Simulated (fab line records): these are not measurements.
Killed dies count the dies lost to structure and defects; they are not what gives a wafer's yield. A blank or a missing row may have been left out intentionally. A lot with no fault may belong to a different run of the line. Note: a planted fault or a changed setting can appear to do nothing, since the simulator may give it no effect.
Which tool was responsible? :: flow n5_finfet :: Sampling: 8 lots, 24 wafers, 7 of 1938 route steps

## WHAT THE GAUGES READ, wafer by wafer
N5_BEOL_M0_SAQP_INSPECT_42: inspects for defects (brightfield).
lot: L307
measured: day 6 00:02
on: defect_inspect-02
raw_defect_count: 212 281 249

lot: L308
measured: day 6 04:18
on: defect_inspect-01
raw_defect_count: 186 261 203

lot: L312
measured: day 7 04:38
on: defect_inspect-02
raw_defect_count: 1542 219 1550

lot: L313
measured: day 7 12:35
on: defect_inspect-01
raw_defect_count: 1465 404 1447

lot: L326
measured: day 10 19:40
on: defect_inspect-02
raw_defect_count: 338 309 305

lot: L327
measured: day 11 00:42
on: defect_inspect-02
raw_defect_count: 504 457 570

lot: L328
measured: day 11 12:11
on: defect_inspect-01
raw_defect_count: 168 226 244

lot: L329
measured: day 11 18:56
on: defect_inspect-02
raw_defect_count: 290 202 184

N5_BEOL_M0_CUTY_INSPECT_59: inspects for defects (macro).
lot: L307
measured: day 6 01:26
on: defect_inspect-02
raw_defect_count: 1 5 0

lot: L308
measured: day 6 06:29
on: defect_inspect-01
raw_defect_count: 4 0 2

lot: L312
measured: day 7 06:01
on: defect_inspect-02
raw_defect_count: >300 1 >300

lot: L313
measured: day 7 13:57
on: defect_inspect-01
raw_defect_count: >300 2 >300

lot: L326
measured: day 10 21:11
on: defect_inspect-02
raw_defect_count: 4 2 5

lot: L327
measured: day 11 02:32
on: defect_inspect-01
raw_defect_count: 4 2 1

lot: L328
measured: day 11 13:34
on: defect_inspect-02
raw_defect_count: 0 2 0

lot: L329
measured: day 11 20:42
on: defect_inspect-01
raw_defect_count: 2 1 2

N5_BEOL_M4_RC_MEAS_101.
lot: L307
measured: day 8 23:34
on: prober-01
DIBL_N (mV/V): 34.6 34.2 36.5
DIBL_P (mV/V): 33.6 32.9 36.7
IOFF_N (nA/um): 0.135 0.121 0.167
IOFF_P (nA/um): 0.161 0.154 0.203
ION_N (uA/um): 666 663 674
ION_P (uA/um): 450 452 462
SS_N (mV/dec): 72.3 71.7 72.4
SS_P (mV/dec): 72.7 73.2 73.9
VT_N (mV): 252.2 251.1 250.2
VT_P (mV): -252.7 -256.1 -251.2

lot: L308
measured: day 9 18:37
on: prober-02
DIBL_N (mV/V): 36.3 34.5 35.9
DIBL_P (mV/V): 34.9 32.6 34.7
IOFF_N (nA/um): 0.153 0.122 0.137
IOFF_P (nA/um): 0.215 0.183 0.208
ION_N (uA/um): 677 668 664
ION_P (uA/um): 470 466 461
SS_N (mV/dec): 71.7 70.6 70.9
SS_P (mV/dec): 73.4 73.0 74.0
VT_N (mV): 250.1 249.7 249.9
VT_P (mV): -252.6 -251.5 -249.6

lot: L312
measured: day 10 05:20
on: prober-01
DIBL_N (mV/V): 37.9 37.2 36.4
DIBL_P (mV/V): 36.3 37.1 35.5
IOFF_N (nA/um): 0.179 0.172 0.152
IOFF_P (nA/um): 0.211 0.231 0.203
ION_N (uA/um): 692 684 677
ION_P (uA/um): 467 469 462
SS_N (mV/dec): 71.9 71.8 72.2
SS_P (mV/dec): 73.8 73.4 73.8
VT_N (mV): 249.8 250.0 251.3
VT_P (mV): -250.3 -247.6 -250.0

lot: L313
measured: day 10 04:59
on: prober-02
DIBL_N (mV/V): 35.0 36.5 34.5
DIBL_P (mV/V): 36.0 37.3 36.1
IOFF_N (nA/um): 0.131 0.165 0.131
IOFF_P (nA/um): 0.170 0.196 0.177
ION_N (uA/um): 653 668 650
ION_P (uA/um): 447 458 446
SS_N (mV/dec): 71.3 72.1 71.4
SS_P (mV/dec): 72.8 74.0 74.1
VT_N (mV): 253.0 248.6 252.1
VT_P (mV): -252.7 -252.3 -253.2

lot: L326
measured: day 14 22:32
on: prober-01
DIBL_N (mV/V): 35.8 35.5 34.8
DIBL_P (mV/V): 36.4 34.8 34.7
IOFF_N (nA/um): 0.172 0.154 0.147
IOFF_P (nA/um): 0.200 0.179 0.184
ION_N (uA/um): 682 676 677
ION_P (uA/um): 461 458 464
SS_N (mV/dec): 70.8 71.4 70.5
SS_P (mV/dec): 73.0 73.1 72.1
VT_N (mV): 246.2 247.9 250.8
VT_P (mV): -253.4 -254.3 -251.8

lot: L327
measured: day 15 08:37
on: prober-01
DIBL_N (mV/V): 36.0 35.2 35.2
DIBL_P (mV/V): 36.6 35.6 35.0
IOFF_N (nA/um): 0.165 0.144 0.141
IOFF_P (nA/um): 0.215 0.190 0.183
ION_N (uA/um): 682 674 679
ION_P (uA/um): 462 462 466
SS_N (mV/dec): 71.3 70.7 71.6
SS_P (mV/dec): 73.0 73.1 73.3
VT_N (mV): 247.6 250.9 252.5
VT_P (mV): -251.8 -250.1 -251.1

lot: L328
measured: day 16 03:17
on: prober-02
DIBL_N (mV/V): 35.3 34.8 34.6
DIBL_P (mV/V): 36.4 34.8 35.8
IOFF_N (nA/um): 0.154 0.143 0.151
IOFF_P (nA/um): 0.208 0.183 0.206
ION_N (uA/um): 679 683 691
ION_P (uA/um): 472 466 466
SS_N (mV/dec): 71.6 70.8 71.3
SS_P (mV/dec): 72.7 72.7 72.1
VT_N (mV): 247.8 248.7 250.1
VT_P (mV): -249.9 -250.5 -247.9

lot: L329
measured: day 15 20:00
on: prober-01
DIBL_N (mV/V): 33.8 35.6 36.2
DIBL_P (mV/V): 35.9 36.3 37.2
IOFF_N (nA/um): 0.157 0.190 0.183
IOFF_P (nA/um): 0.187 0.194 0.204
ION_N (uA/um): 675 668 668
ION_P (uA/um): 459 452 452
SS_N (mV/dec): 70.8 71.2 71.7
SS_P (mV/dec): 73.3 73.7 74.0
VT_N (mV): 248.4 248.9 250.5
VT_P (mV): -252.7 -254.3 -252.4

## WHAT TOOL EACH LOT RAN ON (gives the tool, then ch and the chambers of the sampled wafers, and finally the start)
lot: L307
N5_BEOL_M0_SAQP_STRIP_86: rie_diel-02 ch 2,3, day 5 19:44
N5_BEOL_M0_SAQP_MANDREL_ETCH_103: rie_si-02 ch 1,2, day 5 21:16
N5_BEOL_M0_SAQP_STRIP_108: rie_diel-02 ch 0,1, day 5 21:53
N5_BEOL_M0_SAQP_MANDREL2_REMOVE_110: rie_si-04 ch 2,3, day 5 22:46

lot: L308
N5_BEOL_M0_SAQP_STRIP_86: rie_diel-02 ch 0,2,3, day 6 00:55
N5_BEOL_M0_SAQP_MANDREL_ETCH_103: rie_si-02 ch 0,1, day 6 02:19
N5_BEOL_M0_SAQP_STRIP_108: rie_diel-04 ch 0,2,3, day 6 02:57
N5_BEOL_M0_SAQP_MANDREL2_REMOVE_110: rie_si-05 ch 0,1,2, day 6 03:47

lot: L312
N5_BEOL_M0_SAQP_STRIP_86: rie_diel-02 ch 0,2, day 7 00:38
N5_BEOL_M0_SAQP_MANDREL_ETCH_103: rie_si-05 ch 1,2, day 7 02:39
N5_BEOL_M0_SAQP_STRIP_108: rie_diel-04 ch 0,2, day 7 03:17
N5_BEOL_M0_SAQP_MANDREL2_REMOVE_110: rie_si-04 ch 2,3, day 7 04:07

lot: L313
N5_BEOL_M0_SAQP_STRIP_86: rie_diel-02 ch 0,3, day 7 08:46
N5_BEOL_M0_SAQP_MANDREL_ETCH_103: rie_si-05 ch 0,1, day 7 10:35
N5_BEOL_M0_SAQP_STRIP_108: rie_diel-02 ch 0,3, day 7 11:14
N5_BEOL_M0_SAQP_MANDREL2_REMOVE_110: rie_si-02 ch 0,1, day 7 12:05

lot: L326
N5_BEOL_M0_SAQP_STRIP_86: rie_diel-01 ch 0,2,3, day 10 16:04
N5_BEOL_M0_SAQP_MANDREL_ETCH_103: rie_si-04 ch 0,1, day 10 17:26
N5_BEOL_M0_SAQP_STRIP_108: rie_diel-02 ch 1,2, day 10 18:04
N5_BEOL_M0_SAQP_MANDREL2_REMOVE_110: rie_si-02 ch 0,2,3, day 10 19:02

lot: L327
N5_BEOL_M0_SAQP_STRIP_86: rie_diel-02 ch 1,2, day 10 21:21
N5_BEOL_M0_SAQP_MANDREL_ETCH_103: rie_si-04 ch 0,1,3, day 10 22:43
N5_BEOL_M0_SAQP_STRIP_108: rie_diel-02 ch 0,1, day 10 23:21
N5_BEOL_M0_SAQP_MANDREL2_REMOVE_110: rie_si-05 ch 2,3, day 11 00:11

lot: L328
N5_BEOL_M0_SAQP_STRIP_86: rie_diel-02 ch 1,2,3, day 11 08:12
N5_BEOL_M0_SAQP_MANDREL_ETCH_103: rie_si-04 ch 0,1,2, day 11 09:36
N5_BEOL_M0_SAQP_STRIP_108: rie_diel-02 ch 0,3, day 11 10:14
N5_BEOL_M0_SAQP_MANDREL2_REMOVE_110: rie_si-05 ch 1,2, day 11 11:40

lot: L329
N5_BEOL_M0_SAQP_STRIP_86: rie_diel-01 ch 0,2,3, day 11 14:39
N5_BEOL_M0_SAQP_MANDREL_ETCH_103: rie_si-05 ch 0,3, day 11 16:43
N5_BEOL_M0_SAQP_STRIP_108: rie_diel-04 ch 0,2,3, day 11 17:31
N5_BEOL_M0_SAQP_MANDREL2_REMOVE_110: rie_si-04 ch 0,3, day 11 18:26
- N5_BEOL_M0_SAQP_STRIP_86: strips in N2/H2.
- N5_BEOL_M0_SAQP_MANDREL_ETCH_103: etches a-Si in HBr/Cl2, stops on SiCN, target depth 45 nm, bt time 10 s, time 27 s.
- N5_BEOL_M0_SAQP_STRIP_108: strips in N2/H2.
- N5_BEOL_M0_SAQP_MANDREL2_REMOVE_110: chemistry HBr/Cl2/O2, target a-Si, stops on SiCN, bt time 10 s.

## WHAT THE TOOLS THEMSELVES READ (means of the sampled wafers that have a number; where no wafer has one, the mark that the record gives instead)
N5_BEOL_M0_SAQP_STRIP_86.
lot: L307
tool: rie_diel-02
drypump_motor_current_A (A): 5.0
oes_product_au (a.u.): 0.86
rf_vpp_V (V): 122.7
showerhead_plenum_p_Torr (Torr): 3.55
throttle_valve_pct (%): 19.3

lot: L308
tool: rie_diel-02
drypump_motor_current_A (A): 5.1
oes_product_au (a.u.): 0.80
rf_vpp_V (V): 123.5
showerhead_plenum_p_Torr (Torr): 3.53
throttle_valve_pct (%): 19.0

lot: L312
tool: rie_diel-02
drypump_motor_current_A (A): 5.0
oes_product_au (a.u.): 0.75
rf_vpp_V (V): 122.9
showerhead_plenum_p_Torr (Torr): 3.50
throttle_valve_pct (%): 19.2

lot: L313
tool: rie_diel-02
drypump_motor_current_A (A): 5.2
oes_product_au (a.u.): 0.73
rf_vpp_V (V): 123.3
showerhead_plenum_p_Torr (Torr): 3.50
throttle_valve_pct (%): 18.8

lot: L326
tool: rie_diel-01
drypump_motor_current_A (A): 5.0
oes_product_au (a.u.): 0.74
rf_vpp_V (V): 121.6
showerhead_plenum_p_Torr (Torr): 3.44
throttle_valve_pct (%): 18.7

lot: L327
tool: rie_diel-02
drypump_motor_current_A (A): 4.9
oes_product_au (a.u.): 0.80
rf_vpp_V (V): 123.6
showerhead_plenum_p_Torr (Torr): 3.52
throttle_valve_pct (%): 19.5

lot: L328
tool: rie_diel-02
drypump_motor_current_A (A): 5.1
oes_product_au (a.u.): 0.79
rf_vpp_V (V): 122.4
showerhead_plenum_p_Torr (Torr): 3.52
throttle_valve_pct (%): 19.0

lot: L329
tool: rie_diel-01
drypump_motor_current_A (A): 5.1
oes_product_au (a.u.): 0.73
rf_vpp_V (V): 121.6
showerhead_plenum_p_Torr (Torr): 3.44
throttle_valve_pct (%): 18.7

N5_BEOL_M0_SAQP_MANDREL_ETCH_103.
lot: L307
tool: rie_si-02
drypump_motor_current_A (A): 5.5
oes_product_au (a.u.): 0.689
throttle_valve_pct (%): 35.31

lot: L308
tool: rie_si-02
drypump_motor_current_A (A): 5.6
oes_product_au (a.u.): 0.674
throttle_valve_pct (%): 35.27

lot: L312
tool: rie_si-05
drypump_motor_current_A (A): 5.7
oes_product_au (a.u.): 0.684
throttle_valve_pct (%): 35.29

lot: L313
tool: rie_si-05
drypump_motor_current_A (A): 6.0
oes_product_au (a.u.): 0.683
throttle_valve_pct (%): 35.10

lot: L326
tool: rie_si-04
drypump_motor_current_A (A): 5.2
oes_product_au (a.u.): 0.675
throttle_valve_pct (%): 35.19

lot: L327
tool: rie_si-04
drypump_motor_current_A (A): 5.5
oes_product_au (a.u.): 0.672
throttle_valve_pct (%): 35.26

lot: L328
tool: rie_si-04
drypump_motor_current_A (A): 5.3
oes_product_au (a.u.): 0.681
throttle_valve_pct (%): 35.20

lot: L329
tool: rie_si-05
drypump_motor_current_A (A): 5.8
oes_product_au (a.u.): 0.685
throttle_valve_pct (%): 35.57

N5_BEOL_M0_SAQP_STRIP_108.
lot: L307
tool: rie_diel-02
drypump_motor_current_A (A): 5.1
oes_product_au (a.u.): 0.72
rf_vpp_V (V): 122.8
showerhead_plenum_p_Torr (Torr): 3.50
throttle_valve_pct (%): 18.9

lot: L308
tool: rie_diel-04
drypump_motor_current_A (A): 5.7
oes_product_au (a.u.): 0.74
rf_vpp_V (V): 122.0
showerhead_plenum_p_Torr (Torr): 3.39
throttle_valve_pct (%): 19.1

lot: L312
tool: rie_diel-04
drypump_motor_current_A (A): 5.9
oes_product_au (a.u.): 0.70
rf_vpp_V (V): 123.0
showerhead_plenum_p_Torr (Torr): 3.41
throttle_valve_pct (%): 19.2

lot: L313
tool: rie_diel-02
drypump_motor_current_A (A): 5.2
oes_product_au (a.u.): 0.74
rf_vpp_V (V): 123.0
showerhead_plenum_p_Torr (Torr): 3.50
throttle_valve_pct (%): 18.8

lot: L326
tool: rie_diel-02
drypump_motor_current_A (A): 4.9
oes_product_au (a.u.): 0.79
rf_vpp_V (V): 122.3
showerhead_plenum_p_Torr (Torr): 3.52
throttle_valve_pct (%): 19.4

lot: L327
tool: rie_diel-02
drypump_motor_current_A (A): 5.0
oes_product_au (a.u.): 0.72
rf_vpp_V (V): 123.2
showerhead_plenum_p_Torr (Torr): 3.48
throttle_valve_pct (%): 18.9

lot: L328
tool: rie_diel-02
drypump_motor_current_A (A): 5.2
oes_product_au (a.u.): 0.72
rf_vpp_V (V): 123.4
showerhead_plenum_p_Torr (Torr): 3.49
throttle_valve_pct (%): 18.8

lot: L329
tool: rie_diel-04
drypump_motor_current_A (A): 5.7
oes_product_au (a.u.): 0.79
rf_vpp_V (V): 121.3
showerhead_plenum_p_Torr (Torr): 3.36
throttle_valve_pct (%): 18.9

N5_BEOL_M0_SAQP_MANDREL2_REMOVE_110.
lot: L307
tool: rie_si-04
drypump_motor_current_A (A): 5.4
oes_product_au (a.u.): 0.989
throttle_valve_pct (%): 36.69

lot: L308
tool: rie_si-05
drypump_motor_current_A (A): 5.9
oes_product_au (a.u.): 0.988
throttle_valve_pct (%): 36.47

lot: L312
tool: rie_si-04
drypump_motor_current_A (A): 5.3
oes_product_au (a.u.): 0.993
throttle_valve_pct (%): 36.63

lot: L313
tool: rie_si-02
drypump_motor_current_A (A): 5.7
oes_product_au (a.u.): 0.983
throttle_valve_pct (%): 36.68

lot: L326
tool: rie_si-02
drypump_motor_current_A (A): 5.5
oes_product_au (a.u.): 1.003
throttle_valve_pct (%): 36.79

lot: L327
tool: rie_si-05
drypump_motor_current_A (A): 5.6
oes_product_au (a.u.): 1.015
throttle_valve_pct (%): 36.94

lot: L328
tool: rie_si-05
drypump_motor_current_A (A): 5.8
oes_product_au (a.u.): 1.007
throttle_valve_pct (%): 36.57

lot: L329
tool: rie_si-04
drypump_motor_current_A (A): 5.1
oes_product_au (a.u.): 0.981
throttle_valve_pct (%): 36.60

## THE ANSWER, worked out from the rows above alone
Rule: the lots themselves supply what counts as usual. The widest of any qualifying gaps counts: lots, ordered by their means at a reading, are off when they make up no more than a third of the lots, leave a main group of 4 or more, and stand apart from it by 3 or more times the standard deviation of that group's means. A main group is skipped when, at the precision printed for the reading in the tables above, its means are all equal. Also off: a lot with no number at a reading for which 4 or more lots have one. Where the step has rows for the other lots, those lots are counted as sound. First the gauges in route order, then the tools' own readings, where a lot's mean is used as printed above. The first step at which some lot is off is used, and at that step the reading that is off furthest; a lot without a number counts as furthest.
Off at N5_BEOL_M0_SAQP_INSPECT_42 (raw_defect_count): L312, L313. Main group: mean 288, sd 1.1e+02.
If a tool, at a process step before that reading, ran all the lots that are off and no sound lot after the first of them, it fits. The gauges at N5_BEOL_M0_SAQP_INSPECT_42 are tried like those tools. No candidate that was tried fits.

## WHAT THE SIMULATOR HAD INSERTED
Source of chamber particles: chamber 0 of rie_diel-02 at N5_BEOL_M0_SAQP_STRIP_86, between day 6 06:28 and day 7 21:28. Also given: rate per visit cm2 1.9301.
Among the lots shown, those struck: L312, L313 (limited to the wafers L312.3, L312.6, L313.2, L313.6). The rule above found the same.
